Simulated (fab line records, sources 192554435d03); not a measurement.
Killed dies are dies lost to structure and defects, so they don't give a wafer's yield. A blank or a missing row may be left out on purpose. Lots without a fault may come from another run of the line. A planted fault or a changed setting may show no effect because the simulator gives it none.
Chamber matching | flow n5_finfet | N5_BEOL_M0_SAQP_ILD_DEP_01 on pecvd-03: 3 sister chambers
The step deposits SiOC from DEMS/O2, target thk 45.419 nm, time 8.7 s. 16 wafers are shown with their chamber, then 8 later ones without.

WAFERS WITH THEIR CHAMBER
wafer  | chamber | heater_power_w (W) | showerhead_plenum_p_Torr (Torr) | throttle_valve_pct (%)
L079.1 | 0       | 528                | 5.690                           | 11.8
L079.2 | 1       | 410                | 5.675                           | 11.7
L079.4 | 0       | 524                | 5.678                           | 11.8
L083.1 | 1       | 433                | 5.687                           | 11.6
L083.5 | 0       | 618                | 5.688                           | 11.7
L083.6 | 2       | 603                | 5.710                           | 11.8
L084.3 | 0       | 513                | 5.680                           | 11.7
L084.4 | 0       | 517                | 5.676                           | 11.7
L084.5 | 1       | 430                | 5.689                           | 11.6
L085.1 | 2       | 581                | 5.692                           | 11.9
L085.4 | 1       | 462                | 5.676                           | 11.9
L085.5 | 2       | 609                | 5.710                           | 11.9
L092.2 | 1       | 502                | 5.689                           | 11.8
L092.4 | 2       | 626                | 5.695                           | 11.7
L092.6 | 0       | 567                | 5.676                           | 11.5
L093.2 | 2       | 632                | 5.712                           | 11.8

SIGNATURES (means of the wafers above)
reading                  | chamber 0 | chamber 1 | chamber 2 | scatter within a chamber
heater_power_w           | 544.50    | 447.40    | 610.20    | 34.1
showerhead_plenum_p_Torr | 5.68133   | 5.68320   | 5.70380   | 0.0076
throttle_valve_pct       | 11.700    | 11.720    | 11.820    | 0.11
Rule: a wafer's distance from a chamber is the root of the sum, over the readings, of the square of ((its reading less the chamber's mean) divided by the reading's scatter). The wafer belongs to the nearest chamber; if the next one is less than 2 further off, it can't be placed. The scatter: the root of (the sum of the squares of (reading less its chamber's mean) over the shown wafers, divided by (wafers less chambers)).

WAFERS WITHOUT THEIR CHAMBER
wafer  | heater_power_w (W) | showerhead_plenum_p_Torr (Torr) | throttle_valve_pct (%)
L093.5 | 590                | 5.687                           | 11.8
L093.6 | 496                | 5.688                           | 11.6
L094.1 | 624                | 5.687                           | 12.2
L094.4 | 532                | 5.683                           | 11.8
L094.6 | 460                | 5.686                           | 11.6
L095.1 | 548                | 5.694                           | 11.7
L095.3 | 617                | 5.688                           | 11.9
L095.4 | 466                | 5.674                           | 11.5

WHICH CHAMBER EACH WENT THROUGH
wafer  | from the rows above          | in truth
L093.5 | can't be placed: 0 or 2      | 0
L093.6 | can't be placed: 0 or 1      | 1
L094.1 | can't be placed: 2 or 0      | 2
L094.4 | can't be placed: 0 or 1      | 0
L094.6 | can't be placed: 1 or 0      | 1
L095.1 | can't be placed: 0 or 2 or 1 | 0
L095.3 | can't be placed: 2 or 0      | 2
L095.4 | can't be placed: 1 or 0      | 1
Placed correctly: 0 of 8. Can't be placed from these rows: 8 (the true chamber is among the candidates in 8). Placed wrongly: 0.
